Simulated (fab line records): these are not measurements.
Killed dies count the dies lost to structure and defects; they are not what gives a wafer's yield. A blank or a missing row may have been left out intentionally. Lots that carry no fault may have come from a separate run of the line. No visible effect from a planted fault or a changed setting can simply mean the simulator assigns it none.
fab line records / flow nandHarc
record lots=5 wafers=15 lastDay=34
route steps=1302 shown A_CHANNEL_FILL_D1@501 END@1302
lots that met no fault: from a run of the same line without faults
startH: hours from the record's opening day to when the first of the lot's shown wafers began / waitH: hours since the lot's step before / " identical to the entry in the row above / L1.1+2: several wafers, shown together as one row / - no value, or no start given / * or withheld: withheld / < > ~ a bound
route shown NAME@n: a module of which the file shows steps, and the number in the route of the first / usual: mean/standard deviation of fault-free wafers / same: alike in all rows / chamber/n: place in a boat / sites: readings site by site / _std_site: the standard deviation of these / _edge_site: inner sites' mean taken away from outer sites' mean / radiusMm: for every site, how far away it sits from the centre of the wafer / mask NAME#n: copy n / behind: tool/chamber where the wafer was last shaped / hold: what put the lot on hold/how long, in hours/how the hold closed / device: transistor that didn't switch, given as n, p or np / end of line: the route-end tests of the same wafers / where a step has no rows: the recipe by itself / killed: at the first sort, the dies lost to defects and structure; wafer yield is something else / map: the dies of a wafer, with x for killed, . for not killed, _ for no die there
set.NAME: the setting the step ran with; set.NAME@STEP: the setting that earlier step ran with / model.NAME: the simulator's own value behind a step, which no gauge read
certain route steps with their lots: each step a table, each wafer a row
services: the hour from which a tool's chamber was out of use, counted from the record's first day as startH (under 0 if before that day), plus the number of hours and why
## steps
# step NHARC_A_CHANNEL_FILL_D1_STRIP_28
# recipe timeS=20 o2FlowSccm=500 arFlowSccm=0 biasW=0 chemistry=O2
# usual chamberPressureMTorr=60.00/0.055 drypumpMotorCurrentA=5.8/0.5 oesProductAu=0.999/0.0086 rfVppV=57.9/0.91 showerheadPlenumPTorr=3.62/0.13 throttleValvePct=17.037/0.0095
# same biasW=0
lot.wafer=L939.2 tool=rieDiel-06 chamber=1 startH=237.91 waitH=0.1 chamberPressureMTorr=60.08 drypumpMotorCurrentA=6.0 oesProductAu=0.988 rfHoursCounterH=6 rfVppV=56.5 showerheadPlenumPTorr=3.74 throttleValvePct=17.037
lot.wafer=L939.1 tool=rieDiel-06 chamber=2 startH=237.91 waitH=0.1 chamberPressureMTorr=59.91 drypumpMotorCurrentA=5.4 oesProductAu=0.985 rfHoursCounterH=6 rfVppV=57.5 showerheadPlenumPTorr=3.70 throttleValvePct=17.021
lot.wafer=L939.6 tool=rieDiel-06 chamber=3 startH=237.91 waitH=0.1 chamberPressureMTorr=60.10 drypumpMotorCurrentA=5.6 oesProductAu=1.008 rfHoursCounterH=- rfVppV=58.6 showerheadPlenumPTorr=3.75 throttleValvePct=17.051
lot.wafer=L943.1 tool=rieDiel-09 chamber=0 startH=273.26 waitH=0.1 chamberPressureMTorr=60.04 drypumpMotorCurrentA=6.5 oesProductAu=0.998 rfHoursCounterH=7 rfVppV=58.6 showerheadPlenumPTorr=3.75 throttleValvePct=17.035
lot.wafer=L943.6 tool=rieDiel-09 chamber=2 startH=273.26 waitH=0.1 chamberPressureMTorr=59.94 drypumpMotorCurrentA=5.3 oesProductAu=1.004 rfHoursCounterH=- rfVppV=57.1 showerheadPlenumPTorr=3.36 throttleValvePct=17.052
lot.wafer=L943.5 tool=rieDiel-09 chamber=0 startH=273.26 waitH=0.1 chamberPressureMTorr=60.12 drypumpMotorCurrentA=6.5 oesProductAu=1.009 rfHoursCounterH=- rfVppV=58.1 showerheadPlenumPTorr=3.75 throttleValvePct=17.035
lot.wafer=L958.4 tool=rieDiel-09 chamber=1 startH=424.64 waitH=0.1 chamberPressureMTorr=60.03 drypumpMotorCurrentA=6.2 oesProductAu=1.002 rfHoursCounterH=4 rfVppV=58.3 showerheadPlenumPTorr=3.53 throttleValvePct=17.025
lot.wafer=L958.2 tool=rieDiel-09 chamber=2 startH=424.64 waitH=0.1 chamberPressureMTorr=60.04 drypumpMotorCurrentA=5.3 oesProductAu=1.012 rfHoursCounterH=5 rfVppV=56.7 showerheadPlenumPTorr=3.35 throttleValvePct=17.035
lot.wafer=L958.6 tool=rieDiel-09 chamber=3 startH=424.64 waitH=0.1 chamberPressureMTorr=59.96 drypumpMotorCurrentA=6.4 oesProductAu=0.995 rfHoursCounterH=- rfVppV=57.1 showerheadPlenumPTorr=3.47 throttleValvePct=17.047
lot.wafer=L957.2 tool=rieDiel-06 chamber=2 startH=424.78 waitH=0.2 chamberPressureMTorr=59.97 drypumpMotorCurrentA=5.4 oesProductAu=0.993 rfHoursCounterH=5 rfVppV=59.5 showerheadPlenumPTorr=3.69 throttleValvePct=17.036
lot.wafer=L957.6 tool=rieDiel-06 chamber=3 startH=424.78 waitH=0.2 chamberPressureMTorr=59.97 drypumpMotorCurrentA=5.6 oesProductAu=0.995 rfHoursCounterH=- rfVppV=55.9 showerheadPlenumPTorr=3.75 throttleValvePct=17.032
lot.wafer=L957.5 tool=rieDiel-06 chamber=0 startH=424.78 waitH=0.2 chamberPressureMTorr=60.00 drypumpMotorCurrentA=5.1 oesProductAu=0.995 rfHoursCounterH=- rfVppV=59.8 showerheadPlenumPTorr=3.64 throttleValvePct=17.026
lot.wafer=L960.2 tool=rieDiel-10 chamber=2 startH=444.80 waitH=0.1 chamberPressureMTorr=60.04 drypumpMotorCurrentA=5.9 oesProductAu=0.989 rfHoursCounterH=1 rfVppV=57.8 showerheadPlenumPTorr=3.60 throttleValvePct=17.029
lot.wafer=L960.1 tool=rieDiel-10 chamber=0 startH=444.80 waitH=0.1 chamberPressureMTorr=59.96 drypumpMotorCurrentA=5.2 oesProductAu=1.004 rfHoursCounterH=1 rfVppV=59.0 showerheadPlenumPTorr=3.69 throttleValvePct=17.042
lot.wafer=L960.5 tool=rieDiel-10 chamber=2 startH=444.80 waitH=0.1 chamberPressureMTorr=60.11 drypumpMotorCurrentA=5.9 oesProductAu=0.980 rfHoursCounterH=- rfVppV=56.7 showerheadPlenumPTorr=3.60 throttleValvePct=17.039
# step NHARC_A_CHANNEL_FILL_D1_PRECLEAN_21
# recipe timeS=30 chemistry=dHF
# step NHARC_A_CHANNEL_FILL_D1_SRD_23
# step NHARC_A_CHANNEL_FILL_D1_CVD_05
# recipe targetThkA=50 tempC=550 material=poly-Si
# step NHARC_A_CHANNEL_FILL_D1_ANNEAL_22
# recipe tempC=620 timeS=7200
# step NHARC_A_CHANNEL_FILL_D1_ALD_25
# recipe targetThkA=600 pulseTimeS=10 aldCycles=600 tempC=300 material=SiOx
# usual heaterPowerOuterW=272/19 heaterPowerW=482/33 precursorPulseHeightRel=1.001/0.018
lot.wafer=L939.1 tool=aldHk-04 chamber=2 startH=251.95 waitH=0.7 heaterPowerOuterW=271 heaterPowerW=465 precursorPulseHeightRel=0.985
lot.wafer=L939.2 tool=aldHk-04 chamber=3 startH=251.95 waitH=0.7 heaterPowerOuterW=294 heaterPowerW=513 precursorPulseHeightRel=1.015
lot.wafer=L939.6 tool=aldHk-04 chamber=1 startH=253.78 waitH=2.5 heaterPowerOuterW=265 heaterPowerW=467 precursorPulseHeightRel=1.003
lot.wafer=L943.1 tool=aldHk-03 chamber=0 startH=285.53 waitH=0.7 heaterPowerOuterW=246 heaterPowerW=493 precursorPulseHeightRel=1.007
lot.wafer=L943.6 tool=aldHk-03 chamber=3 startH=287.38 waitH=2.5 heaterPowerOuterW=245 heaterPowerW=433 precursorPulseHeightRel=1.020
lot.wafer=L943.5 tool=aldHk-03 chamber=0 startH=287.38 waitH=2.5 heaterPowerOuterW=245 heaterPowerW=488 precursorPulseHeightRel=0.980
lot.wafer=L958.2 tool=aldHk-03 chamber=0 startH=436.45 waitH=0.1 heaterPowerOuterW=249 heaterPowerW=476 precursorPulseHeightRel=1.017
lot.wafer=L958.4 tool=aldHk-03 chamber=2 startH=437.66 waitH=1.3 heaterPowerOuterW=237 heaterPowerW=432 precursorPulseHeightRel=0.998
lot.wafer=L958.6 tool=aldHk-03 chamber=0 startH=438.88 waitH=2.5 heaterPowerOuterW=244 heaterPowerW=482 precursorPulseHeightRel=0.989
lot.wafer=L957.2 tool=aldHk-01 chamber=2 startH=437.69 waitH=1.3 heaterPowerOuterW=285 heaterPowerW=505 precursorPulseHeightRel=1.035
lot.wafer=L957.6 tool=aldHk-01 chamber=0 startH=438.93 waitH=2.5 heaterPowerOuterW=276 heaterPowerW=521 precursorPulseHeightRel=1.022
lot.wafer=L957.5 tool=aldHk-01 chamber=1 startH=438.93 waitH=2.5 heaterPowerOuterW=304 heaterPowerW=544 precursorPulseHeightRel=0.990
lot.wafer=L960.1 tool=aldHk-04 chamber=1 startH=458.98 waitH=0.1 heaterPowerOuterW=268 heaterPowerW=471 precursorPulseHeightRel=1.020
lot.wafer=L960.2 tool=aldHk-04 chamber=3 startH=461.40 waitH=2.5 heaterPowerOuterW=279 heaterPowerW=487 precursorPulseHeightRel=0.977
lot.wafer=L960.5 tool=aldHk-04 chamber=1 startH=463.83 waitH=4.9 heaterPowerOuterW=274 heaterPowerW=461 precursorPulseHeightRel=1.007
# step NHARC_A_CHANNEL_FILL_D1_ETCHBACK_08
# recipe targetDepthA=2200 timeS=110 c4f8FlowSccm=20 arFlowSccm=withheld rfW=600 biasW=300 chemistry=C4F8
# usual chamberPressureMTorr=25.001/0.023 oesProductAu=0.94/0.032 rfVppV=441.9/2.7
lot.wafer=L939.2 tool=rieDiel-10 chamber=0 startH=- waitH=- chamberPressureMTorr=25.021 oesProductAu=1.00 rfHoursCounterH=0.2 rfVppV=443.1
lot.wafer=L939.1 tool=rieDiel-10 chamber=1 startH=- waitH=- chamberPressureMTorr=25.001 oesProductAu=0.99 rfHoursCounterH=0.2 rfVppV=437.4
lot.wafer=L939.6 tool=rieDiel-10 chamber=1 startH=- waitH=- chamberPressureMTorr=25.021 oesProductAu=0.99 rfHoursCounterH=- rfVppV=439.2
lot.wafer=L943.1 tool=rieDiel-06 chamber=0 startH=- waitH=- chamberPressureMTorr=24.990 oesProductAu=0.94 rfHoursCounterH=7.6 rfVppV=443.1
lot.wafer=L943.5 tool=rieDiel-06 chamber=1 startH=- waitH=- chamberPressureMTorr=25.005 oesProductAu=0.93 rfHoursCounterH=- rfVppV=445.6
lot.wafer=L943.6 tool=rieDiel-06 chamber=2 startH=- waitH=- chamberPressureMTorr=25.015 oesProductAu=0.92 rfHoursCounterH=- rfVppV=442.7
lot.wafer=L958.4 tool=rieDiel-09 chamber=3 startH=- waitH=- chamberPressureMTorr=25.056 oesProductAu=0.93 rfHoursCounterH=6.7 rfVppV=439.8
lot.wafer=L958.2 tool=rieDiel-09 chamber=0 startH=- waitH=- chamberPressureMTorr=25.029 oesProductAu=0.93 rfHoursCounterH=4.8 rfVppV=445.2
lot.wafer=L958.6 tool=rieDiel-09 chamber=2 startH=- waitH=- chamberPressureMTorr=25.024 oesProductAu=0.93 rfHoursCounterH=- rfVppV=436.6
lot.wafer=L957.2 tool=rieDiel-10 chamber=3 startH=- waitH=- chamberPressureMTorr=25.023 oesProductAu=1.00 rfHoursCounterH=0.4 rfVppV=444.1
lot.wafer=L957.6 tool=rieDiel-10 chamber=1 startH=- waitH=- chamberPressureMTorr=24.997 oesProductAu=1.00 rfHoursCounterH=- rfVppV=437.3
lot.wafer=L957.5 tool=rieDiel-10 chamber=2 startH=- waitH=- chamberPressureMTorr=25.006 oesProductAu=0.98 rfHoursCounterH=- rfVppV=442.2
lot.wafer=L960.1 tool=rieDiel-10 chamber=1 startH=- waitH=- chamberPressureMTorr=25.014 oesProductAu=0.93 rfHoursCounterH=2.5 rfVppV=440.8
lot.wafer=L960.2 tool=rieDiel-10 chamber=3 startH=- waitH=- chamberPressureMTorr=25.021 oesProductAu=0.93 rfHoursCounterH=2.0 rfVppV=446.2
lot.wafer=L960.5 tool=rieDiel-10 chamber=1 startH=- waitH=- chamberPressureMTorr=24.993 oesProductAu=0.93 rfHoursCounterH=- rfVppV=438.6
# step NHARC_A_CHANNEL_FILL_D1_STRIP_29
# recipe timeS=20 o2FlowSccm=500 arFlowSccm=0 biasW=0 chemistry=O2
# usual chamberPressureMTorr=60.01/0.051 drypumpMotorCurrentA=5.9/0.5 oesProductAu=0.999/0.0099 rfVppV=58.0/0.94 showerheadPlenumPTorr=3.60/0.14 throttleValvePct=17.036/0.009
# same biasW=0
lot.wafer=L939.2 tool=rieDiel-10 chamber=1 startH=257.03 waitH=0.1 chamberPressureMTorr=60.04 drypumpMotorCurrentA=6.5 oesProductAu=0.993 rfHoursCounterH=0.3 rfVppV=56.8 showerheadPlenumPTorr=3.43 throttleValvePct=17.031
lot.wafer=L939.1 tool=rieDiel-10 chamber=2 startH=257.03 waitH=0.1 chamberPressureMTorr=59.93 drypumpMotorCurrentA=5.9 oesProductAu=0.994 rfHoursCounterH=0.3 rfVppV=56.3 showerheadPlenumPTorr=3.60 throttleValvePct=17.032
lot.wafer=L939.6 tool=rieDiel-10 chamber=2 startH=257.03 waitH=0.1 chamberPressureMTorr=60.00 drypumpMotorCurrentA=5.9 oesProductAu=0.999 rfHoursCounterH=- rfVppV=58.2 showerheadPlenumPTorr=3.60 throttleValvePct=17.039
lot.wafer=L943.1 tool=rieDiel-06 chamber=2 startH=- waitH=- chamberPressureMTorr=60.03 drypumpMotorCurrentA=5.5 oesProductAu=0.988 rfHoursCounterH=8.5 rfVppV=57.1 showerheadPlenumPTorr=3.70 throttleValvePct=17.024
lot.wafer=L943.6 tool=rieDiel-06 chamber=2 startH=- waitH=- chamberPressureMTorr=59.96 drypumpMotorCurrentA=5.4 oesProductAu=0.990 rfHoursCounterH=- rfVppV=57.8 showerheadPlenumPTorr=3.70 throttleValvePct=17.049
lot.wafer=L943.5 tool=rieDiel-06 chamber=3 startH=- waitH=- chamberPressureMTorr=59.94 drypumpMotorCurrentA=5.6 oesProductAu=1.000 rfHoursCounterH=- rfVppV=57.4 showerheadPlenumPTorr=3.75 throttleValvePct=17.026
lot.wafer=L958.4 tool=rieDiel-09 chamber=2 startH=- waitH=- chamberPressureMTorr=59.96 drypumpMotorCurrentA=5.3 oesProductAu=0.981 rfHoursCounterH=6.0 rfVppV=57.4 showerheadPlenumPTorr=3.35 throttleValvePct=17.025
lot.wafer=L958.2 tool=rieDiel-09 chamber=3 startH=- waitH=- chamberPressureMTorr=59.97 drypumpMotorCurrentA=6.3 oesProductAu=0.982 rfHoursCounterH=6.7 rfVppV=58.1 showerheadPlenumPTorr=3.47 throttleValvePct=17.039
lot.wafer=L958.6 tool=rieDiel-09 chamber=2 startH=- waitH=- chamberPressureMTorr=60.05 drypumpMotorCurrentA=5.3 oesProductAu=0.990 rfHoursCounterH=- rfVppV=56.1 showerheadPlenumPTorr=3.35 throttleValvePct=17.043
lot.wafer=L957.2 tool=rieDiel-10 chamber=2 startH=- waitH=- chamberPressureMTorr=60.00 drypumpMotorCurrentA=5.9 oesProductAu=0.987 rfHoursCounterH=0.5 rfVppV=56.8 showerheadPlenumPTorr=3.60 throttleValvePct=17.039
lot.wafer=L957.5 tool=rieDiel-10 chamber=3 startH=- waitH=- chamberPressureMTorr=59.98 drypumpMotorCurrentA=5.6 oesProductAu=1.013 rfHoursCounterH=- rfVppV=56.3 showerheadPlenumPTorr=3.73 throttleValvePct=17.041
lot.wafer=L957.6 tool=rieDiel-10 chamber=0 startH=- waitH=- chamberPressureMTorr=59.96 drypumpMotorCurrentA=5.3 oesProductAu=1.008 rfHoursCounterH=- rfVppV=57.2 showerheadPlenumPTorr=3.69 throttleValvePct=17.025
lot.wafer=L960.1 tool=rieDiel-10 chamber=1 startH=- waitH=- chamberPressureMTorr=59.97 drypumpMotorCurrentA=6.5 oesProductAu=0.996 rfHoursCounterH=2.6 rfVppV=59.6 showerheadPlenumPTorr=3.42 throttleValvePct=17.039
lot.wafer=L960.2 tool=rieDiel-10 chamber=3 startH=- waitH=- chamberPressureMTorr=60.05 drypumpMotorCurrentA=5.6 oesProductAu=0.998 rfHoursCounterH=2.1 rfVppV=57.0 showerheadPlenumPTorr=3.73 throttleValvePct=17.045
lot.wafer=L960.5 tool=rieDiel-10 chamber=1 startH=- waitH=- chamberPressureMTorr=60.03 drypumpMotorCurrentA=6.5 oesProductAu=0.998 rfHoursCounterH=- rfVppV=58.3 showerheadPlenumPTorr=3.42 throttleValvePct=17.035
# step NHARC_A_CHANNEL_FILL_D1_PRECLEAN_30
# recipe timeS=30 chemistry=dHF
# step NHARC_A_CHANNEL_FILL_D1_SRD_31
# step NHARC_A_CHANNEL_FILL_D1_CVD_09
# recipe targetThkA=1500 tempC=620 pressureMtorr=200 timeS=3000 material=poly-Si
# step NHARC_A_CHANNEL_FILL_D1_CMP_10
# recipe targetThkNm=150
# usual edgeZonePressureFrac=1.000/0.005 motorCurrentA=12.0/1.6 timeToEndpointS=14.7/2.5
lot.wafer=L939.1 tool=cmp-04 chamber=0 startH=262.63 waitH=0.4 edgeZonePressureFrac=1.004 motorCurrentA=12.5 timeToEndpointS=15.5
lot.wafer=L939.2 tool=cmp-04 chamber=1 startH=262.63 waitH=0.4 edgeZonePressureFrac=1.000 motorCurrentA=12.4 timeToEndpointS=17.8
lot.wafer=L939.6 tool=cmp-04 chamber=0 startH=262.63 waitH=0.4 edgeZonePressureFrac=1.003 motorCurrentA=12.6 timeToEndpointS=17.3
lot.wafer=L943.1 tool=cmp-01 chamber=0 startH=296.35 waitH=0.5 edgeZonePressureFrac=1.003 motorCurrentA=11.7 timeToEndpointS=15.3
lot.wafer=L943.5 tool=cmp-01 chamber=3 startH=296.35 waitH=0.5 edgeZonePressureFrac=1.002 motorCurrentA=12.9 timeToEndpointS=11.2
lot.wafer=L943.6 tool=cmp-01 chamber=0 startH=296.35 waitH=0.5 edgeZonePressureFrac=1.007 motorCurrentA=12.4 timeToEndpointS=19.8
lot.wafer=L957.2 tool=cmp-01 chamber=0 startH=447.75 waitH=0.4 edgeZonePressureFrac=0.995 motorCurrentA=12.3 timeToEndpointS=30.5
lot.wafer=L957.6 tool=cmp-01 chamber=0 startH=447.75 waitH=0.4 edgeZonePressureFrac=0.992 motorCurrentA=11.9 timeToEndpointS=30.3
lot.wafer=L957.5 tool=cmp-01 chamber=1 startH=447.75 waitH=0.4 edgeZonePressureFrac=1.010 motorCurrentA=11.6 timeToEndpointS=15.1
lot.wafer=L958.2 tool=cmp-04 chamber=1 startH=447.77 waitH=0.4 edgeZonePressureFrac=1.002 motorCurrentA=11.7 timeToEndpointS=17.0
lot.wafer=L958.4 tool=cmp-04 chamber=3 startH=447.77 waitH=0.4 edgeZonePressureFrac=1.002 motorCurrentA=10.6 timeToEndpointS=13.2
lot.wafer=L958.6 tool=cmp-04 chamber=0 startH=447.77 waitH=0.4 edgeZonePressureFrac=1.007 motorCurrentA=13.1 timeToEndpointS=11.2
lot.wafer=L960.1 tool=cmp-02 chamber=1 startH=473.84 waitH=0.4 edgeZonePressureFrac=0.994 motorCurrentA=11.4 timeToEndpointS=16.7
lot.wafer=L960.2 tool=cmp-02 chamber=2 startH=473.84 waitH=0.4 edgeZonePressureFrac=1.003 motorCurrentA=15.8 timeToEndpointS=15.0
lot.wafer=L960.5 tool=cmp-02 chamber=2 startH=473.84 waitH=0.4 edgeZonePressureFrac=1.000 motorCurrentA=16.3 timeToEndpointS=14.5
# step NHARC_END_SORT_01
# recipe tempC=25
# usual killedAtArray=49/19 killedAtOther=0.9/1.1 killedAtPeriphery=4.0/2.7 killedDies=54/19 killedOpen=3.3/1.8 killedShort=2.6/1.6
# same grossDies=677
lot.wafer=L939.1 tool=prober-02 chamber=0 startH=580.95 waitH=2.5 killedAtArray=43 killedAtOther=0 killedAtPeriphery=2 killedDies=45 killedOpen=4 killedShort=5
lot.wafer=L939.2 tool=prober-02 chamber=0 startH=581.74 waitH=2.8 killedAtArray=43 killedAtOther=1 killedAtPeriphery=5 killedDies=49 killedOpen=1 killedShort=2
lot.wafer=L939.6 tool=prober-02 chamber=0 startH=584.91 waitH=4.0 killedAtArray=50 killedAtOther=0 killedAtPeriphery=1 killedDies=51 killedOpen=1 killedShort=2
lot.wafer=L943.1 tool=prober-02 chamber=0 startH=607.28 waitH=2.5 killedAtArray=69 killedAtOther=2 killedAtPeriphery=7 killedDies=78 killedOpen=3 killedShort=4
lot.wafer=L943.5 tool=prober-02 chamber=0 startH=610.48 waitH=3.7 killedAtArray=62 killedAtOther=3 killedAtPeriphery=9 killedDies=74 killedOpen=3 killedShort=2
lot.wafer=L943.6 tool=prober-02 chamber=0 startH=611.28 waitH=4.0 killedAtArray=70 killedAtOther=2 killedAtPeriphery=3 killedDies=75 killedOpen=6 killedShort=1
# killed by level:class
L939.1 A_CHANNEL_HOLE_D2:chamberFilmFlake=21 A_CHANNEL_HOLE_D1:chamberFilmFlake=3 A_CHANNEL_FILL_D1:chamberFilmFlake=3 A_CONTACT:chamberFilmFlake=3 A_ONON_D1:geometricParticle:short=2 P_GATE:chamberFilmFlake=2 A_DECK1_JOINT:chamberFilmFlake=2 A_CHANNEL_HOLE_D1:geometricParticle:open=1
L939.2 A_CHANNEL_HOLE_D2:chamberFilmFlake=32 P_GATE:chamberFilmFlake=3 A_CHANNEL_FILL_D1:chamberFilmFlake=3 A_CHANNEL_HOLE_D1:chamberFilmFlake=2 A_CONTACT:chamberFilmFlake=2 P_M0:geometricParticle:short=1 A_ONON_D1:geometricParticle:open=1 A_SGD_CUT:geometricParticle:short=1
L939.6 A_CHANNEL_HOLE_D2:chamberFilmFlake=37 A_CONTACT:chamberFilmFlake=5 A_CHANNEL_HOLE_D1:chamberFilmFlake=2 A_CHANNEL_FILL_D1:chamberFilmFlake=2 A_ONON_D1:geometricParticle:short=1 A_ONON_D2:geometricParticle:short=1 A_CONTACT:geometricParticle:open=1 P_GATE:chamberFilmFlake=1
L943.1 A_CHANNEL_HOLE_D2:chamberFilmFlake=30 A_SLIT:chamberFilmFlake=28 A_CONTACT:chamberFilmFlake=4 P_M0:geometricParticle:open=2 P_ZERO_WELL:chamberFilmFlake=2 P_GATE:chamberFilmFlake=2 A_BLC:chamberFilmFlake=2 THIN_TSV:chamberFilmFlake=2
L943.5 A_SLIT:chamberFilmFlake=26 A_CHANNEL_HOLE_D2:chamberFilmFlake=20 P_GATE:chamberFilmFlake=5 A_BLC:chamberFilmFlake=5 A_CHANNEL_HOLE_D1:chamberFilmFlake=4 THIN_TSV:chamberFilmFlake=3 A_CONTACT:chamberFilmFlake=2 P_CONTACT:geometricParticle:short=1
L943.6 A_CHANNEL_HOLE_D2:chamberFilmFlake=28 A_SLIT:chamberFilmFlake=16 A_BLC:chamberFilmFlake=8 A_CONTACT:chamberFilmFlake=5 A_CHANNEL_HOLE_D1:chamberFilmFlake=4 P_GATE:chamberFilmFlake=2 THIN_TSV:chamberFilmFlake=2 P_GATE:geometricParticle:open=1
## services
tool=rieDiel-09 chamber=3 startH=214.46 hours=12.9 kind=repair
tool=rieDiel-10 chamber=- startH=242.52 hours=9.0 kind=pm
tool=cmp-01 chamber=- startH=245.14 hours=0.5 kind=repair
tool=rieDiel-10 chamber=3 startH=252.51 hours=23.4 kind=repair
tool=rieDiel-06 chamber=0 startH=268.43 hours=4.0 kind=repair
tool=rieDiel-09 chamber=3 startH=273.10 hours=7.5 kind=repair
tool=cmp-04 chamber=- startH=281.22 hours=16.5 kind=repair
tool=cmp-01 chamber=- startH=284.83 hours=4.0 kind=pm
tool=rieDiel-10 chamber=0 startH=302.42 hours=4.0 kind=repair
tool=rieDiel-06 chamber=- startH=307.20 hours=9.0 kind=pm
tool=cmp-04 chamber=- startH=308.84 hours=4.0 kind=pm
tool=rieDiel-10 chamber=2 startH=310.43 hours=17.7 kind=repair
tool=rieDiel-09 chamber=- startH=320.10 hours=9.0 kind=pm
tool=rieDiel-10 chamber=1 startH=327.91 hours=11.5 kind=repair
tool=cmp-04 chamber=- startH=330.57 hours=2.4 kind=repair
tool=rieDiel-10 chamber=3 startH=340.41 hours=13.5 kind=repair
tool=cmp-04 chamber=- startH=376.12 hours=0.9 kind=repair
tool=rieDiel-06 chamber=2 startH=382.96 hours=3.9 kind=repair
tool=rieDiel-10 chamber=2 startH=385.83 hours=3.7 kind=repair
tool=rieDiel-09 chamber=0 startH=402.97 hours=10.2 kind=repair
tool=rieDiel-06 chamber=2 startH=411.38 hours=8.7 kind=repair
tool=rieDiel-10 chamber=- startH=419.52 hours=9.0 kind=pm
tool=rieDiel-09 chamber=- startH=428.97 hours=3.9 kind=repair
tool=rieDiel-09 chamber=1 startH=443.74 hours=14.0 kind=repair
## key
firstSign step=NHARC_A_CHANNEL_FILL_D1_CMP_10 reading=timeToEndpointS direction=up sigmas=6.2 usual=* struck=*
effect none on later readings
metAt NHARC_A_CHANNEL_FILL_D1_CMP_10
struckWafers L957.2,L957.6
testerLeftOut L957
onsetBetween 296.35 447.75
fault kind=processParameterDrift tool=cmp-01 chamber=0 onsetH=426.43 steps=NHARC_A_CHANNEL_FILL_D1_CMP_10 channel=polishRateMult offset=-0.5 shape=step endH=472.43
# testerLeftOut: of these lots the tester's yield and bins aren't shown, on N5 and GAA mostly nor the transistor test; their killed dies are dies lost to structure and defects alone, not to doping, threshold or leakage, so they don't give the yield
